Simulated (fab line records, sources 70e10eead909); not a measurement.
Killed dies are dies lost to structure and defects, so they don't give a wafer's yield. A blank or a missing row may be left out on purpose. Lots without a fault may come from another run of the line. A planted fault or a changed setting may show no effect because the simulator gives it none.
Which tool did it? | flow nand_harc | 13 lots, 39 wafers sampled, at 5 steps of a route of 1159

WHAT THE GAUGES READ, wafer by wafer
NHARC_P_GATE_CD_MEAS_33. Usual: cd_nm 120.4 nm, standard deviation 2.4.
lot  | measured     | on        | cd_nm (nm)        | flag
L364 | day 6 08:26  | cd_sem-03 | 122.4 120.7 122.3 |
L362 | day 6 09:37  | cd_sem-01 | 119.2 118.3 117.0 |
L363 | day 6 09:45  | cd_sem-03 | 122.3 119.5 118.4 |
L368 | day 6 12:16  | cd_sem-03 | 120.1 119.2 123.3 |
L369 | day 6 12:54  | cd_sem-03 | 123.1 122.9 119.8 |
L370 | day 6 23:37  | cd_sem-02 | 116.9 117.2 119.0 |
L372 | day 7 22:17  | cd_sem-03 | 121.3 117.4 118.4 |
L376 | day 8 09:27  | cd_sem-01 | 125.2 121.9 122.2 |
L379 | day 8 23:34  | cd_sem-03 | 116.2 122.2 116.5 |
L380 | day 9 11:02  | cd_sem-03 | 120.8 119.8 122.0 |
L381 | day 9 16:37  | cd_sem-02 | 120.5 117.5 119.7 |
L384 | day 10 05:46 | cd_sem-03 | 120.1 120.2 119.1 |
L383 | day 10 06:25 | cd_sem-03 | 119.5 119.1 118.3 |

NHARC_P_GATE_CD_MEAS_46: target cd 720 nm. Usual: cd_nm 720.0 nm, standard deviation 2.1.
lot  | measured     | on        | cd_nm (nm)        | flag
L364 | day 7 15:52  | cd_sem-03 | 721.5 720.8 723.5 |
L362 | day 7 16:02  | cd_sem-03 | 720.7 723.0 722.4 |
L363 | day 7 17:27  | cd_sem-01 | 719.8 723.3 721.2 |
L368 | day 8 04:29  | cd_sem-01 | 717.6 714.9 717.2 |
L369 | day 8 10:44  | cd_sem-03 | 723.4 722.4 720.6 |
L370 | day 8 12:19  | cd_sem-02 | 717.2 717.2 718.1 |
L372 | day 8 18:37  | cd_sem-02 | 720.9 719.6 721.8 |
L376 | day 9 03:10  | cd_sem-01 | 709.3 707.1 707.1 | OFF
L379 | day 9 10:38  | cd_sem-03 | 705.1 708.3 705.1 | OFF
L380 | day 9 22:07  | cd_sem-01 | 709.2 703.2 706.2 | OFF
L381 | day 10 03:37 | cd_sem-02 | 720.9 722.2 720.5 |
L384 | day 10 16:39 | cd_sem-02 | 720.4 721.1 720.0 |
L383 | day 10 17:25 | cd_sem-01 | 706.3 705.7 705.1 | OFF

WHICH TOOL RAN EACH LOT (tool, then ch and the chambers of the sampled wafers, then the start)
lot  | NHARC_P_GATE_DEP_103            | NHARC_P_GATE_ETCHBACK_37                      | NHARC_P_GATE_EXPOSE_43
L364 | pecvd-04 ch 0,2, day 6 06:04    | rie_diel-06 ch 1,2,3, day 7 15:43 or earlier  | krf_scanner-02 ch 0, day 7 15:43
L362 | pecvd-03 ch 0,2, day 6 07:16    | rie_diel-06 ch 1,2, day 7 15:52 or earlier    | krf_scanner-04 ch 0, day 7 15:52
L363 | pecvd-02 ch 0,1,2, day 6 07:18  | rie_diel-05 ch 0,1, day 7 17:17 or earlier    | krf_scanner-02 ch 0, day 7 17:17
L368 | pecvd-04 ch 0,2, day 6 09:52    | rie_diel-04 ch 0,1,3, day 8 04:20 or earlier  | krf_scanner-04 ch 0, day 8 04:20
L369 | pecvd-03 ch 0,1,2, day 6 10:23  | rie_diel-06 ch 0,1, day 8 10:34 or earlier    | krf_scanner-04 ch 0, day 8 10:34
L370 | pecvd-02 ch 0,1, day 6 21:21    | rie_diel-05 ch 1,2, day 8 12:09 or earlier    | krf_scanner-01 ch 0, day 8 12:09
L372 | pecvd-03 ch 0,1, day 7 20:14    | rie_diel-06 ch 1,3, day 8 18:27 or earlier    | krf_scanner-04 ch 0, day 8 18:27
L376 | pecvd-03 ch 0,1,2, day 8 07:56  | rie_diel-06 ch 1,2, day 9 03:00 or earlier    | krf_scanner-04 ch 0, day 9 03:00
L379 | pecvd-04 ch 0,1,2, day 8 21:53  | rie_diel-06 ch 1,2, day 9 10:29 or earlier    | krf_scanner-04 ch 0, day 9 10:29
L380 | pecvd-02 ch 0,2, day 9 08:55    | rie_diel-04 ch 1,2,3, day 9 21:57 or earlier  | krf_scanner-04 ch 0, day 9 21:57
L381 | pecvd-03 ch 0,2, day 9 15:05    | rie_diel-06 ch 0,1,2, day 10 03:28 or earlier | krf_scanner-02 ch 0, day 10 03:28
L384 | pecvd-03 ch 0,1,2, day 10 04:06 | rie_diel-05 ch 1,2, day 10 16:29 or earlier   | krf_scanner-01 ch 0, day 10 16:29
L383 | pecvd-02 ch 0,1,2, day 10 04:48 | rie_diel-04 ch 0,2,3, day 10 17:16 or earlier | krf_scanner-04 ch 0, day 10 17:16
- NHARC_P_GATE_DEP_103: deposits SiON, target thk 30 nm.
- NHARC_P_GATE_ETCHBACK_37: etches the open film in CHF3/O2, target depth 34.5 nm, time 17.2 s.
- NHARC_P_GATE_EXPOSE_43: exposes mask P NSD, target cd 720 nm.

WHAT THE TOOLS THEMSELVES READ (means of the sampled wafers that have a number; where no wafer has one, the mark that the record gives instead)
NHARC_P_GATE_DEP_103. Usual: heater_power_w 753 W, standard deviation 77.
lot  | tool     | heater_power_w (W) | flag
L364 | pecvd-04 | 678                |
L362 | pecvd-03 | 760                |
L363 | pecvd-02 | 777                |
L368 | pecvd-04 | 695                |
L369 | pecvd-03 | 796                |
L370 | pecvd-02 | 691                |
L372 | pecvd-03 | 833                |
L376 | pecvd-03 | 771                |
L379 | pecvd-04 | 693                |
L380 | pecvd-02 | 724                |
L381 | pecvd-03 | 851                |
L384 | pecvd-03 | 794                |
L383 | pecvd-02 | 789                |

NHARC_P_GATE_ETCHBACK_37. Usual: drypump_motor_current_A 5.8 A, standard deviation 0.62; oes_product_au 0.96 a.u., standard deviation 0.039; rf_vpp_V 371.6 V, standard deviation 2.1; showerhead_plenum_p_Torr 2.45 Torr, standard deviation 0.097; throttle_valve_pct 20.572 %, standard deviation 0.009.
lot  | tool        | drypump_motor_current_A (A) | oes_product_au (a.u.) | rf_vpp_V (V) | showerhead_plenum_p_Torr (Torr) | throttle_valve_pct (%) | flag
L364 | rie_diel-06 | 5.4                         | 0.92                  | 372.4        | 2.45                            | 20.565                 |
L362 | rie_diel-06 | 5.2                         | 0.93                  | 369.8        | 2.37                            | 20.566                 |
L363 | rie_diel-05 | 5.8                         | 1.00                  | 370.0        | 2.39                            | 20.583                 |
L368 | rie_diel-04 | 5.6                         | 1.00                  | 372.6        | 2.46                            | 20.569                 |
L369 | rie_diel-06 | 5.6                         | 0.91                  | 373.6        | 2.53                            | 20.577                 |
L370 | rie_diel-05 | 6.4                         | 1.01                  | 371.2        | 2.46                            | 20.574                 |
L372 | rie_diel-06 | 5.3                         | 0.91                  | 373.9        | 2.55                            | 20.570                 |
L376 | rie_diel-06 | 5.1                         | 0.99                  | 371.7        | 2.46                            | 20.570                 |
L379 | rie_diel-06 | 5.1                         | 0.92                  | 372.2        | 2.46                            | 20.572                 |
L380 | rie_diel-04 | 5.7                         | 0.93                  | 373.1        | 2.50                            | 20.564                 |
L381 | rie_diel-06 | 5.7                         | 0.93                  | 371.5        | 2.43                            | 20.560                 |
L384 | rie_diel-05 | 6.2                         | 0.92                  | 371.0        | 2.42                            | 20.573                 |
L383 | rie_diel-04 | 6.0                         | 0.92                  | 371.8        | 2.45                            | 20.561                 |

NHARC_P_GATE_EXPOSE_43. Usual: exposure_dose_mJ_cm2 14.808, standard deviation 0.014.
lot  | tool           | exposure_dose_mJ_cm2 | flag
L364 | krf_scanner-02 | 14.798               |
L362 | krf_scanner-04 | 14.819               |
L363 | krf_scanner-02 | 14.806               |
L368 | krf_scanner-04 | 14.806               |
L369 | krf_scanner-04 | 14.814               |
L370 | krf_scanner-01 | 14.796               |
L372 | krf_scanner-04 | 14.823               |
L376 | krf_scanner-04 | 13.652               | OFF
L379 | krf_scanner-04 | 13.643               | OFF
L380 | krf_scanner-04 | 13.638               | OFF
L381 | krf_scanner-02 | 14.788               |
L384 | krf_scanner-01 | 14.803               |
L383 | krf_scanner-04 | 13.633               | OFF

THE ANSWER, worked out from the rows above alone
Rule: a lot is off if the mean of its wafers that have a number lies more than 3 standard deviations from the usual mean. A lot without any number at a reading at which 4 lots or more have one is off too. The other lots that the step has rows for count as sound. The gauges are gone through in route order, then the tools' own readings, and for those a lot's mean is taken as printed above. The first step at which some lot is off is used, and at that step the reading that is off furthest; a lot without a number counts as furthest.
Off: L376, L379, L380, L383, at NHARC_P_GATE_CD_MEAS_46 (cd_nm).
A tool fits if, at a process step before that reading, it ran every lot that is off, and no sound lot after the first of them. The gauges at NHARC_P_GATE_CD_MEAS_46 aren't tried: what is off there is off at NHARC_P_GATE_EXPOSE_43 too, on other tools, and a gauge's error can't cause that. NHARC_P_GATE_ETCHBACK_37 gives no start for some lots, so the hours and the order of its lots are those of NHARC_P_GATE_EXPOSE_43. One fits: krf_scanner-04 at NHARC_P_GATE_EXPOSE_43. Its last sound lot is L372 (day 8 18:27), its first lot that is off L376 (day 9 03:00): a fault that began between those two fits.
The tool's own readings at NHARC_P_GATE_EXPOSE_43 bear it out: on the lots that are off they differ by more than 5 times the standard deviation of the sound lots' means. exposure_dose_mJ_cm2 reads 13.642 there against 14.806 on the sound lots.

WHAT THE SIMULATOR HAD PUT IN
Process parameter drift: krf_scanner-04, from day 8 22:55 on, at NHARC_P_GATE_EXPOSE_43. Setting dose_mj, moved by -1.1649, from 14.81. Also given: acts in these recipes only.
Lots struck among those shown: L376, L379, L380, L383. The rule above found the same.
